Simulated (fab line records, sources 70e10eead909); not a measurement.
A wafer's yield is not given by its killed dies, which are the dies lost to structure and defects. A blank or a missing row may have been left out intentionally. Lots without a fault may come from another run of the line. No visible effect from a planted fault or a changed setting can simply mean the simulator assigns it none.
fab line records	flow nand-harc
record: lots: 6	wafers: 18	last-day: 33
route steps=1302 shown A_CHANNEL_HOLE_D2@585 A_CHANNEL_FILL_D2@610 END@1302
lots that met no fault: from a run of the same line without faults
start-h: hours from the record's opening day to when the first of the lot's shown wafers began	wait-h: time in hours since the lot's previous step	" repeats the value in the row above	L1.1+2: a row that stands for several wafers	- no value, or no start was given	* or withheld: withheld	< > ~ a bound
route shown NAME@n: a module of which the file shows steps, and the number in the route of the first	usual: mean/standard deviation taken from wafers without a fault	same: alike in all rows	chamber/n: place in a boat	sites: the reading at each site	_std_site: their standard deviation	_edge_site: outer sites' mean less inner sites'	radius-mm: how far each site lies from the wafer's centre	mask NAME#n: copy n	behind: the tool/chamber that last shaped the wafer	hold: why the lot went on hold/how many hours it stayed there/how the hold came to an end	device: whichever transistor did not switch (one of n, p or np)	end of line: the tests these same wafers got at the end of their route	a step with no rows: only its recipe	killed: at the first sort, the dies lost to defects and structure; wafer yield is something else	map: a wafer's dies, x killed, . not, _ none there
set.NAME: the setting the step ran with; set.NAME@STEP: the setting that earlier step ran with	model.NAME: the simulator's own value behind a step, which no gauge read
lots at some steps of the route; a table a step, a row a wafer
services: the hour from which a tool's chamber was out of use, counted from the record's first day as start-h (under 0 if before that day), plus the number of hours and why
== steps ==
step: NHARC_A_CHANNEL_HOLE_D2_DESCUM_15
recipe: time-s: 3	o2-flow-sccm: 200	ar-flow-sccm: 0	bias-power-w: 0	chemistry: O2
usual: drypump-motor-current-A: 5.9/0.46	oes-product-au: 1.000/0.0073	rf-vpp-V: 57.7/0.93	showerhead-plenum-p-Torr: 1.93/0.065	throttle-valve-pct: 11.311/0.01
same: time-s: 3
lot.wafer	tool	chamber	start-h	wait-h	drypump-motor-current-A	oes-product-au	rf-hours-counter-h	rf-vpp-V	showerhead-plenum-p-Torr	throttle-valve-pct
L458.1	rie-diel-03	2	309.03	0.1	4.9	0.992	1.0	57.5	1.92	11.305
L458.4	"	0	"	"	6.5	1.001	0.5	59.1	2.00	11.309
L458.6	"	2	"	"	5.0	1.004	-	59.1	1.92	11.319
L461.4	rie-diel-03	0	340.91	0.1	6.5	0.998	3.2	57.2	2.00	11.314
L461.1	"	1	"	"	6.1	0.985	2.6	57.1	1.89	11.305
L461.3	"	2	"	"	5.0	0.987	3.0	57.4	1.92	11.324
L463.3	rie-diel-03	0	350.75	0.1	6.6	1.001	3.8	57.4	1.99	11.312
L463.5	"	3	"	"	5.6	1.003	-	56.9	1.88	11.285
L463.6	"	0	"	"	6.5	1.002	-	58.2	1.99	11.298
L475.3	rie-diel-04	1	481.59	0.1	5.5	0.995	7.6	57.5	2.04	11.300
L475.2	"	2	"	"	6.0	1.002	7.0	57.7	1.78	11.317
L475.5	"	2	"	"	6.0	1.002	-	59.0	1.78	11.306
L477.4	rie-diel-02	2	490.29	0.1	5.5	0.998	3.6	56.3	1.92	11.314
L477.3	"	0	"	"	6.5	1.002	4.0	57.3	1.89	11.283
L477.5	"	1	"	"	6.1	1.003	-	56.9	1.97	11.297
L480.4	rie-diel-02	3	522.87	0.1	6.0	1.004	6.4	57.7	2.00	11.323
L480.2	"	1	"	"	6.1	1.012	6.9	57.5	1.97	11.313
L480.5	"	2	"	"	5.5	1.005	-	58.9	1.92	11.300
step: NHARC_A_CHANNEL_HOLE_D2_ETCH_38
recipe: target-depth-a: 390	over-etch-frac: 0.3	time-s: 65	ion-energy-ev: 80	cf4-flow-sccm: 150	ar-flow-sccm: 0	rf-w: 300	bias-w: 100	chemistry: CF4
step: NHARC_A_CHANNEL_HOLE_D2_ETCH_39
recipe: target-depth-a: 2600	over-etch-frac: 0.3	time-s: 325	ion-energy-ev: 200	n2-flow-sccm: 150	h2-flow-sccm: 150	ar-flow-sccm: 0	rf-w: 400	bias-w: 150	chemistry: N2/H2
step: NHARC_A_CHANNEL_HOLE_D2_ETCH_34
recipe: target-depth-a: 1540	time-s: 77	cf4-flow-sccm: 100	chf3-flow-sccm: 30	ar-flow-sccm: 0	rf-w: 500	bias-w: 200	chemistry: CF4/CHF3
step: NHARC_A_CHANNEL_HOLE_D2_ETCH_16
recipe: target-depth-a: 31000	over-etch-frac: 0.3	time-s: 806	ion-energy-ev: 150	o2-flow-sccm: 400	cos-flow-sccm: 20	ar-flow-sccm: 0	rf-w: 500	bias-w: 300	chemistry: O2/COS
step: NHARC_A_CHANNEL_HOLE_D2_CD_MEAS_18
usual: cd-nm: 99.1/1.5
lot.wafer	tool	chamber	start-h	wait-h	cd-nm
L458.1	cd-sem-03	-	310.13	-	97.9
L458.4	"	-	"	"	99.3
L458.6	"	-	"	"	99.3
L461.1	cd-sem-02	-	342.02	-	100.6
L461.3	"	-	"	"	99.7
L461.4	"	-	"	"	101.4
L463.3	cd-sem-03	-	351.85	-	98.3
L463.5	"	-	"	"	98.7
L463.6	"	-	"	"	97.7
L475.2	cd-sem-01	-	482.70	-	98.2
L475.3	"	-	"	"	99.6
L475.5	"	-	"	"	99.6
L477.3	cd-sem-01	-	491.40	-	98.5
L477.4	"	-	"	"	97.0
L477.5	"	-	"	"	98.4
L480.2	cd-sem-01	-	523.99	-	100.8
L480.4	"	-	"	"	98.1
L480.5	"	-	"	"	100.4
step: NHARC_A_CHANNEL_HOLE_D2_ETCH_19
recipe: bias-v: 1200	source-w: 2500	pressure-mtorr: 15	time-s: 34.5	ar-flow-sccm: 375	c4f8-flow-sccm: 28.8	o2-flow-sccm: 96.2	temp-c: -20	target-depth-a: *	chemistry: C4F8/O2/Ar
step: NHARC_A_CHANNEL_HOLE_D2_ETCH_20
recipe: bias-v: 3000	source-w: withheld	pressure-mtorr: 20	time-s: 361.9	ar-flow-sccm: 375	c4f8-flow-sccm: 89.3	o2-flow-sccm: 35.7	temp-c: -20	target-depth-a: 16000	chemistry: C4F8/O2/Ar
usual: drypump-motor-current-A: 5.9/0.4	oes-air-line-au: 0.998/0.019	showerhead-plenum-p-Torr: 3.73/0.15	throttle-valve-pct: 32.153/0.0089
same: time-s: 361.9
lot.wafer	tool	chamber	start-h	wait-h	drypump-motor-current-A	oes-air-line-au	rf-hours-counter-h	showerhead-plenum-p-Torr	throttle-valve-pct
L458.1	har-etch-01	0	310.32	0.1	6.5	0.975	160	3.62	32.161
L458.4	"	0	"	"	6.5	0.989	-	3.62	32.155
L458.6	"	1	"	"	5.4	1.006	-	3.70	32.174
L461.1	har-etch-01	1	342.21	0.1	5.4	0.974	179	3.68	32.150
L461.4	"	1	"	"	5.4	1.003	-	3.68	32.153
L461.3	"	0	"	"	6.5	0.993	-	3.61	32.142
L463.3	har-etch-01	0	352.13	0.2	6.5	1.027	-	3.61	32.154
L463.6	"	0	"	"	6.5	0.998	-	3.61	32.170
L463.5	"	1	"	"	5.4	0.971	-	3.68	32.154
L475.2	har-etch-02	1	483.26	0.1	5.8	0.999	49	3.90	32.153
L475.3	"	1	"	"	5.8	1.004	-	3.91	32.163
L475.5	"	1	"	"	5.8	0.988	-	3.90	32.148
L477.4	har-etch-01	1	491.69	0.2	5.3	0.986	-	3.63	32.149
L477.3	"	0	"	"	6.5	1.008	-	3.56	32.162
L477.5	"	0	"	"	6.5	1.008	-	3.56	32.155
L480.2	har-etch-02	0	524.22	0.1	5.8	1.006	72	3.87	32.144
L480.4	"	0	"	"	5.8	1.019	-	3.86	32.144
L480.5	"	1	"	"	5.8	0.967	-	3.89	32.159
step: NHARC_A_CHANNEL_HOLE_D2_ETCH_21
recipe: bias-v: 3000	source-w: withheld	pressure-mtorr: 20	time-s: 514.3	ar-flow-sccm: 375	c4f8-flow-sccm: 89.3	o2-flow-sccm: 35.7	temp-c: -20	target-depth-a: 16000	chemistry: C4F8/O2/Ar
usual: drypump-motor-current-A: 5.9/0.39	oes-air-line-au: 0.996/0.02	showerhead-plenum-p-Torr: 3.73/0.15	throttle-valve-pct: 32.155/0.0095
same: time-s: 514.3
lot.wafer	tool	chamber	start-h	wait-h	drypump-motor-current-A	oes-air-line-au	rf-hours-counter-h	showerhead-plenum-p-Torr	throttle-valve-pct
L458.1	har-etch-01	0	310.63	0.3	6.4	0.970	161	3.62	32.143
L458.4	"	0	"	"	6.5	0.990	-	3.62	32.164
L458.6	"	1	"	"	5.3	0.986	-	3.69	32.162
L461.1	har-etch-01	1	342.52	0.3	5.3	0.977	180	3.68	32.144
L461.4	"	1	"	"	5.4	0.957	-	3.68	32.156
L461.3	"	0	"	"	6.4	1.003	-	3.61	32.168
L463.3	har-etch-01	0	352.49	0.3	6.5	0.970	-	3.61	32.153
L463.6	"	0	"	"	6.4	0.998	-	3.61	32.149
L463.5	"	1	"	"	5.3	0.952	-	3.68	32.153
L475.2	har-etch-02	1	483.60	0.3	5.8	0.991	50	3.90	32.153
L475.3	"	1	"	"	5.8	0.997	-	3.90	32.157
L475.5	"	1	"	"	5.8	1.012	-	3.90	32.168
L477.4	har-etch-01	1	492.04	0.3	5.4	1.007	-	3.63	32.147
L477.3	"	0	"	"	6.4	0.994	-	3.56	32.160
L477.5	"	0	"	"	6.4	1.021	-	3.56	32.143
L480.2	har-etch-02	0	524.56	0.3	5.8	0.974	73	3.87	32.155
L480.4	"	0	"	"	5.8	0.985	-	3.87	32.149
L480.5	"	1	"	"	5.8	0.984	-	3.89	32.164
step: NHARC_A_CHANNEL_HOLE_D2_ETCH_22
recipe: bias-v: 3000	source-w: withheld	pressure-mtorr: 20	time-s: 666.7	ar-flow-sccm: 375	c4f8-flow-sccm: 89.3	o2-flow-sccm: 35.7	temp-c: -20	target-depth-a: 16000	chemistry: C4F8/O2/Ar
usual: drypump-motor-current-A: 5.9/0.39	oes-air-line-au: 0.999/0.02	showerhead-plenum-p-Torr: 3.73/0.15	throttle-valve-pct: 32.154/0.0097
same: time-s: 666.7
lot.wafer	tool	chamber	start-h	wait-h	drypump-motor-current-A	oes-air-line-au	rf-hours-counter-h	showerhead-plenum-p-Torr	throttle-valve-pct
L458.1	har-etch-01	0	311.07	0.4	6.5	0.971	161	3.62	32.157
L458.4	"	0	"	"	6.4	0.984	-	3.62	32.162
L458.6	"	1	"	"	5.4	0.975	-	3.69	32.160
L461.1	har-etch-01	1	342.96	0.4	5.4	1.019	180	3.68	32.170
L461.4	"	1	"	"	5.4	1.022	-	3.68	32.169
L461.3	"	0	"	"	6.5	1.009	-	3.61	32.140
L463.3	har-etch-01	0	352.97	0.4	6.4	1.001	-	3.61	32.141
L463.6	"	0	"	"	6.4	0.993	-	3.61	32.174
L463.5	"	1	"	"	5.4	1.019	-	3.68	32.147
L475.2	har-etch-02	1	484.05	0.4	5.8	1.033	50	3.90	32.163
L475.3	"	1	"	"	5.8	0.975	-	3.90	32.147
L475.5	"	1	"	"	5.8	0.978	-	3.91	32.151
L477.4	har-etch-01	1	492.54	0.4	5.4	1.004	-	3.63	32.140
L477.3	"	0	"	"	6.4	0.983	-	3.56	32.173
L477.5	"	0	"	"	6.4	0.985	-	3.56	32.161
L480.2	har-etch-02	0	525.02	0.4	5.7	0.975	73	3.87	32.145
L480.4	"	0	"	"	5.8	0.995	-	3.87	32.137
L480.5	"	1	"	"	5.9	0.950	-	3.89	32.147
step: NHARC_A_CHANNEL_HOLE_D2_ETCH_23
recipe: bias-v: 5000	source-w: withheld	pressure-mtorr: 20	time-s: 819	ar-flow-sccm: 375	c4f8-flow-sccm: 89.3	o2-flow-sccm: 35.7	temp-c: -20	target-depth-a: 16000	chemistry: C4F8/O2/Ar
usual: drypump-motor-current-A: 5.8/0.39	oes-air-line-au: 1.000/0.022	showerhead-plenum-p-Torr: 3.73/0.15	throttle-valve-pct: 32.155/0.0092
same: time-s: 819
lot.wafer	tool	chamber	start-h	wait-h	drypump-motor-current-A	oes-air-line-au	rf-hours-counter-h	showerhead-plenum-p-Torr	throttle-valve-pct
L458.1	har-etch-01	0	311.63	0.5	6.5	1.001	162	3.62	32.154
L458.4	"	0	"	"	6.5	1.010	-	3.62	32.148
L458.6	"	1	"	"	5.3	0.986	-	3.69	32.150
L461.1	har-etch-01	1	343.53	0.5	5.3	0.958	181	3.68	32.138
L461.4	"	1	"	"	5.3	0.984	-	3.68	32.162
L461.3	"	0	"	"	6.4	0.992	-	3.61	32.160
L463.3	har-etch-01	0	353.58	0.5	6.4	0.980	-	3.61	32.142
L463.6	"	0	"	"	6.5	1.026	-	3.61	32.148
L463.5	"	1	"	"	5.3	0.988	-	3.68	32.148
L475.2	har-etch-02	1	484.63	0.5	5.8	0.983	51	3.90	32.144
L475.3	"	1	"	"	5.9	1.019	-	3.90	32.153
L475.5	"	1	"	"	5.8	0.959	-	3.90	32.145
L477.4	har-etch-01	1	493.15	0.5	5.4	1.006	-	3.63	32.157
L477.3	"	0	"	"	6.5	1.017	-	3.56	32.151
L477.5	"	0	"	"	6.5	1.027	-	3.56	32.144
L480.2	har-etch-02	0	525.60	0.5	5.8	1.028	74	3.86	32.156
L480.4	"	0	"	"	5.8	1.007	-	3.86	32.164
L480.5	"	1	"	"	5.8	1.015	-	3.89	32.165
step: NHARC_A_CHANNEL_HOLE_D2_ETCH_24
recipe: bias-v: 5000	source-w: withheld	pressure-mtorr: 20	time-s: 906.2	ar-flow-sccm: 375	c4f8-flow-sccm: 93.8	o2-flow-sccm: 31.2	temp-c: -20	target-depth-a: 15000	chemistry: C4F8/O2/Ar
step: NHARC_A_CHANNEL_HOLE_D2_ETCH_25
recipe: bias-v: 5000	source-w: withheld	pressure-mtorr: 20	time-s: 1040.2	ar-flow-sccm: 375	c4f8-flow-sccm: 93.8	o2-flow-sccm: 31.2	temp-c: -20	target-depth-a: 15000	chemistry: C4F8/O2/Ar
usual: drypump-motor-current-A: 5.9/0.39	oes-air-line-au: 1.000/0.017	showerhead-plenum-p-Torr: 3.73/0.15	throttle-valve-pct: 32.235/0.0085
same: time-s: 1040.2
lot.wafer	tool	chamber	start-h	wait-h	drypump-motor-current-A	oes-air-line-au	rf-hours-counter-h	showerhead-plenum-p-Torr	throttle-valve-pct
L458.1	har-etch-01	0	313.09	0.6	6.4	1.012	163	3.61	32.230
L458.4	"	0	"	"	6.4	0.997	-	3.61	32.222
L458.6	"	1	"	"	5.3	1.004	-	3.69	32.227
L461.1	har-etch-01	1	344.99	0.6	5.3	0.988	182	3.68	32.236
L461.4	"	1	"	"	5.4	1.003	-	3.68	32.239
L461.3	"	0	"	"	6.5	0.990	-	3.60	32.215
L463.3	har-etch-01	0	355.10	0.7	6.5	0.995	-	3.60	32.227
L463.6	"	0	"	"	6.4	0.984	-	3.60	32.232
L463.5	"	1	"	"	5.4	1.003	-	3.68	32.222
L475.2	har-etch-02	1	486.13	0.7	5.8	0.975	52	3.90	32.237
L475.3	"	1	"	"	5.8	0.983	-	3.90	32.235
L475.5	"	1	"	"	5.8	1.002	-	3.90	32.214
L477.4	har-etch-01	1	494.67	0.7	5.3	1.008	-	3.63	32.246
L477.3	"	0	"	"	6.4	1.008	-	3.55	32.239
L477.5	"	0	"	"	6.4	0.997	-	3.55	32.240
L480.2	har-etch-02	0	527.09	0.7	5.8	1.015	75	3.86	32.237
L480.4	"	0	"	"	5.8	1.007	-	3.86	32.226
L480.5	"	1	"	"	5.8	1.012	-	3.88	32.234
step: NHARC_A_CHANNEL_HOLE_D2_ETCH_26
recipe: bias-v: 300	source-w: 2000	pressure-mtorr: 30	time-s: 224.1	ar-flow-sccm: 375	c4f8-flow-sccm: 11.4	o2-flow-sccm: 113.6	temp-c: -20	target-depth-a: 3000	chemistry: C4F8/O2/Ar
step: NHARC_A_CHANNEL_HOLE_D2_ETCH_27
recipe: bias-v: 400	source-w: 2000	pressure-mtorr: 25	time-s: 90	ar-flow-sccm: 375	c4f8-flow-sccm: 41.7	o2-flow-sccm: 83.3	temp-c: -20	target-depth-a: 4000	chemistry: C4F8/O2/Ar
step: NHARC_A_CHANNEL_HOLE_D2_STRIP_41
recipe: n2-flow-sccm: 150	h2-flow-sccm: 150	ar-flow-sccm: 0	bias-w: 0	chemistry: N2/H2
step: NHARC_A_CHANNEL_HOLE_D2_STRIP_42
recipe: cf4-flow-sccm: 100	chf3-flow-sccm: 30	ar-flow-sccm: 0	bias-w: 0	chemistry: CF4/CHF3
step: NHARC_A_CHANNEL_HOLE_D2_STRIP_43
recipe: o2-flow-sccm: 400	cos-flow-sccm: 20	ar-flow-sccm: 0	bias-w: 0	chemistry: O2/COS
step: NHARC_A_CHANNEL_HOLE_D2_ETCH_44
recipe: target-depth-a: 1400	overetch-a: 140	time-s: 77	ion-energy-ev: 100	cf4-flow-sccm: 80	o2-flow-sccm: 20	ar-flow-sccm: 0	rf-w: 300	bias-w: 100	chemistry: CF4/O2
step: NHARC_A_CHANNEL_HOLE_D2_STRIP_28
recipe: o2-flow-sccm: 500	ar-flow-sccm: 0	bias-w: 0	chemistry: O2
step: NHARC_A_CHANNEL_HOLE_D2_PRECLEAN_29
recipe: time-s: *	temp-c: 50	bath-age-min: 0	chemistry: SC1
step: NHARC_A_CHANNEL_HOLE_D2_SRD_30
step: NHARC_A_CHANNEL_HOLE_D2_CD_MEAS_31
usual: cd-nm: 89.9/1
lot.wafer	tool	chamber	start-h	wait-h	cd-nm
L458.1	cd-sem-01	-	315.72	-	89.9
L458.4	"	-	"	"	87.9
L458.6	"	-	"	"	90.9
L461.1	cd-sem-02	-	347.64	-	90.6
L461.3	"	-	"	"	90.8
L461.4	"	-	"	"	90.8
L463.3	cd-sem-03	-	357.42	-	89.2
L463.5	"	-	"	"	90.2
L463.6	"	-	"	"	89.6
L475.2	cd-sem-01	-	488.60	-	91.2
L475.3	"	-	"	"	89.9
L475.5	"	-	"	"	88.4
L477.3	cd-sem-03	-	497.02	-	89.9
L477.4	"	-	"	"	89.0
L477.5	"	-	"	"	88.6
L480.2	cd-sem-02	-	529.56	-	88.5
L480.4	"	-	"	"	88.9
L480.5	"	-	"	"	88.7
step: NHARC_A_CHANNEL_HOLE_D2_XSEM_32
recipe: landing-energy-ev: 35000
step: NHARC_A_CHANNEL_HOLE_D2_INSPECT_40
usual: raw-defect-count: 279/80
lot.wafer	tool	chamber	start-h	wait-h	raw-defect-count
L458.1	defect-inspect-02	-	315.91	-	116
L458.4	"	-	"	"	182
L458.6	"	-	"	"	169
L461.1	defect-inspect-01	-	347.82	-	861
L461.3	"	-	"	"	886
L461.4	"	-	"	"	876
L463.3	defect-inspect-02	-	357.60	-	835
L463.5	"	-	"	"	818
L463.6	"	-	"	"	890
L475.2	defect-inspect-01	-	488.78	-	138
L475.3	"	-	"	"	194
L475.5	"	-	"	"	192
L477.3	defect-inspect-02	-	497.20	-	278
L477.4	"	-	"	"	221
L477.5	"	-	"	"	310
L480.2	defect-inspect-01	-	529.75	-	268
L480.4	"	-	"	"	331
L480.5	"	-	"	"	253
step: NHARC_A_CHANNEL_FILL_D2_PRECLEAN_00
recipe: time-s: *	temp-c: 50	bath-age-min: 0	chemistry: SC1
step: NHARC_END_SORT_01
recipe: temp-c: 25
usual: killed-at-array: 61/22	killed-at-other: 0.8/1	killed-at-periphery: 3.8/2.3	killed-dies: 66/22	killed-open: 3.2/1.9	killed-short: 2.8/1.8
same: gross-dies: 677
lot.wafer	tool	chamber	start-h	wait-h	killed-at-array	killed-at-other	killed-at-periphery	killed-dies	killed-open	killed-short
L458.1	prober-01	0	589.84	2.5	45	0	7	52	2	3
L458.4	prober-01	0	592.26	3.4	36	0	5	41	2	2
L458.6	prober-01	0	593.87	4.0	31	0	10	41	3	5
L461.1	prober-02	0	608.48	2.5	127	0	9	136	2	5
L461.3	prober-02	0	610.08	3.1	114	2	8	124	3	4
L461.4	prober-02	0	610.88	3.4	164	0	3	167	3	1
L463.3	prober-01	0	624.92	3.1	119	0	1	120	1	0
L463.5	prober-01	0	626.50	3.7	143	0	2	145	2	2
L463.6	prober-01	0	627.29	3.9	89	1	2	92	3	3
L475.2	prober-02	0	743.39	2.8	26	2	2	30	0	2
L475.3	prober-02	0	744.18	3.1	25	2	6	33	5	4
L475.5	prober-02	0	745.75	3.7	34	0	5	39	5	4
L480.2	prober-01	0	799.53	2.8	45	1	2	48	5	5
L480.4	prober-01	0	801.13	3.4	38	3	2	43	2	1
L480.5	prober-01	0	801.94	3.7	42	0	4	46	6	6
killed by level:class
L458.1 A_SLIT:chamber-film-flake=29 A_CHANNEL_HOLE_D2:chamber-film-flake=8 P_M1:geometric-particle:short=2 P_GATE:chamber-film-flake=2 A_CHANNEL_HOLE_D1:chamber-film-flake=2 A_CONTACT:chamber-film-flake=2 P_M0:geometric-particle:open=1 A_DECK1_JOINT:geometric-particle:short=1
L458.4 A_SLIT:chamber-film-flake=18 A_CHANNEL_HOLE_D2:chamber-film-flake=7 A_STAIRCASE:chamber-film-flake=3 P_GATE:chamber-film-flake=2 A_CHANNEL_HOLE_D1:chamber-film-flake=2 A_CONTACT:chamber-film-flake=2 P_GATE:geometric-particle:open=1 A_DECK1_JOINT:geometric-particle:short=1
L458.6 A_SLIT:chamber-film-flake=15 A_CHANNEL_HOLE_D2:chamber-film-flake=6 P_STI:chamber-film-flake=3 P_GATE:chamber-film-flake=3 A_CONTACT:chamber-film-flake=2 P_GATE:geometric-particle:short=1 P_CONTACT:geometric-particle:open=1 P_CONTACT:geometric-particle:short=1
L461.1 A_CHANNEL_HOLE_D2:unspecified=78 A_CHANNEL_HOLE_D1:chamber-film-flake=29 A_SLIT:chamber-film-flake=7 P_ZERO_WELL:chamber-film-flake=2 P_STI:chamber-film-flake=2 P_GATE:chamber-film-flake=2 P_M1:chamber-film-flake=2 A_SGD_CUT:chamber-film-flake=2
L461.3 A_CHANNEL_HOLE_D2:unspecified=42 A_SLIT:chamber-film-flake=30 A_CHANNEL_HOLE_D1:chamber-film-flake=28 P_M1:chamber-film-flake=5 A_SGD_CUT:chamber-film-flake=4 A_CONTACT:chamber-film-flake=3 A_SGD_CUT:geometric-particle:short=2 P_ZERO_WELL:chamber-film-flake=2
L461.4 A_CHANNEL_HOLE_D2:unspecified=92 A_CHANNEL_HOLE_D1:chamber-film-flake=37 A_SLIT:chamber-film-flake=20 A_STAIRCASE:chamber-film-flake=3 A_SGD_CUT:chamber-film-flake=3 P_M2:chamber-film-flake=2 A_CHANNEL_HOLE_D2:chamber-film-flake=2 A_ONON_D1:geometric-particle:open=1
L463.3 A_CHANNEL_HOLE_D2:unspecified=40 A_CHANNEL_HOLE_D1:chamber-film-flake=36 A_SLIT:chamber-film-flake=30 A_CHANNEL_HOLE_D2:chamber-film-flake=4 A_CONTACT:chamber-film-flake=4 A_WL_FILL:chamber-film-flake=2 A_M1:chamber-film-flake=2 P_CONTACT:geometric-particle:open=1
L463.5 A_CHANNEL_HOLE_D2:unspecified=84 A_CHANNEL_HOLE_D1:chamber-film-flake=36 A_SLIT:chamber-film-flake=8 A_M1:chamber-film-flake=5 A_CONTACT:chamber-film-flake=3 A_STAIRCASE:chamber-film-flake=2 A_ONON_D1:geometric-particle:open=1 A_DECK1_JOINT:geometric-particle:short=1
L463.6 A_CHANNEL_HOLE_D2:unspecified=36 A_CHANNEL_HOLE_D1:chamber-film-flake=30 A_SLIT:chamber-film-flake=5 A_CONTACT:chamber-film-flake=5 A_CHANNEL_FILL_D2:geometric-particle:open=2 A_CHANNEL_FILL_D1:chamber-film-flake=2 A_STAIRCASE:chamber-film-flake=2 A_ONON_D1:geometric-particle:short=1
L475.2 A_CHANNEL_HOLE_D1:chamber-film-flake=9 A_SLIT:chamber-film-flake=6 A_CONTACT:chamber-film-flake=4 A_DECK1_JOINT:chamber-film-flake=2 A_STAIRCASE:chamber-film-flake=2 THIN_TSV:chamber-film-flake=2 A_CHANNEL_FILL_D1:geometric-particle:short=1 A_CHANNEL_HOLE_D2:geometric-particle:short=1
L475.3 A_CHANNEL_HOLE_D1:chamber-film-flake=9 P_M2:chamber-film-flake=5 A_SLIT:chamber-film-flake=3 A_CONTACT:chamber-film-flake=3 A_SOURCE_PLATE:geometric-particle:short=2 A_STAIRCASE:chamber-film-flake=2 A_ONON_D2:geometric-particle:open=1 A_ONON_D2:geometric-particle:short=1
L475.5 A_CHANNEL_HOLE_D1:chamber-film-flake=10 A_CONTACT:chamber-film-flake=9 A_SLIT:chamber-film-flake=6 P_GATE:geometric-particle:open=2 P_CONTACT:geometric-particle:short=1 P_M2:geometric-particle:open=1 A_ONON_D1:geometric-particle:short=1 A_CHANNEL_HOLE_D1:geometric-particle:open=1
L480.2 A_CHANNEL_HOLE_D1:chamber-film-flake=18 A_SLIT:chamber-film-flake=11 A_CONTACT:chamber-film-flake=5 A_BLC:geometric-particle:open=2 A_WL_FILL:chamber-film-flake=2 P_GATE:geometric-particle:short=1 P_M0:geometric-particle:open=1 A_CHANNEL_HOLE_D1:geometric-particle:short=1
L480.4 A_CHANNEL_HOLE_D1:chamber-film-flake=17 A_SLIT:chamber-film-flake=12 A_CONTACT:chamber-film-flake=5 THIN_TSV:chamber-film-flake=3 P_CONTACT:geometric-particle:short=1 A_CHANNEL_FILL_D1:geometric-particle:open=1 A_DECK1_JOINT:geometric-particle:open=1 P_GATE:chamber-film-flake=1
L480.5 A_CHANNEL_HOLE_D1:chamber-film-flake=16 A_SLIT:chamber-film-flake=11 A_CONTACT:chamber-film-flake=4 A_ONON_D1:geometric-particle:short=2 P_GATE:geometric-particle:short=1 P_CONTACT:geometric-particle:short=1 P_M1:geometric-particle:short=1 A_ONON_D1:geometric-particle:open=1
== services ==
tool	chamber	start-h	hours	kind
rie-diel-03	-	291.41	9.0	pm
rie-diel-03	0	291.41	9.0	vent-cycle
rie-diel-03	1	291.41	9.0	vent-cycle
rie-diel-03	2	291.41	9.0	vent-cycle
rie-diel-03	3	291.41	9.0	vent-cycle
rie-diel-03	0	300.41	-	clean
rie-diel-04	2	320.19	3.4	repair
rie-diel-03	1	322.78	5.0	repair
rie-diel-04	-	354.90	9.0	pm
har-etch-01	-	357.22	5.0	repair
har-etch-02	-	379.77	17.0	pm
har-etch-02	0	379.77	17.0	vent-cycle
har-etch-02	1	379.77	17.0	vent-cycle
rie-diel-02	-	393.70	9.0	pm
har-etch-02	0	396.77	-	clean
har-etch-02	1	396.77	-	clean
har-etch-02	1	396.77	-	consumable-replace:focus-ring
har-etch-02	1	396.77	-	consumable-replace:showerhead
rie-diel-04	-	415.65	0.7	repair
rie-diel-04	2	417.26	7.4	repair
rie-diel-02	-	419.02	0.9	repair
rie-diel-03	-	468.41	9.0	pm
rie-diel-02	0	497.98	15.8	repair
rie-diel-03	-	511.98	1.4	repair
== key ==
first-sign: step: NHARC_A_CHANNEL_HOLE_D2_INSPECT_40	reading: raw-defect-count	direction: up	sigmas: 7.3	usual: 279	struck: 861
effect: step: NHARC_END_SORT_01	reading: killed-at-array	direction: up	sigmas: 3	usual: 61	struck: 126	wafers-moved: 4
more-kills-born-at: NHARC_A_CHANNEL_HOLE_D2_ETCH_25@har-etch-01: 284
met-at NHARC_A_CHANNEL_HOLE_D2_ETCH_25
struck-wafers L461.1,L461.3,L461.4,L463.3,L463.5,L463.6
tester-left-out L461,L463
onset-between 313.09 344.99
also-fits NHARC_A_CHANNEL_HOLE_D2_DESCUM_15:rie-diel-03
fault: kind: chamber-particle-source	tool: har-etch-01	chamber: -	onset-h: 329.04	steps: NHARC_A_CHANNEL_HOLE_D2_ETCH_25	rate-per-visit-cm2: 0.91469	end-h: 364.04
tester-left-out: of these lots the tester's yield and bins aren't shown, on N5 and GAA mostly nor the transistor test; their killed dies are dies lost to structure and defects alone, not to doping, threshold or leakage, so they don't give the yield
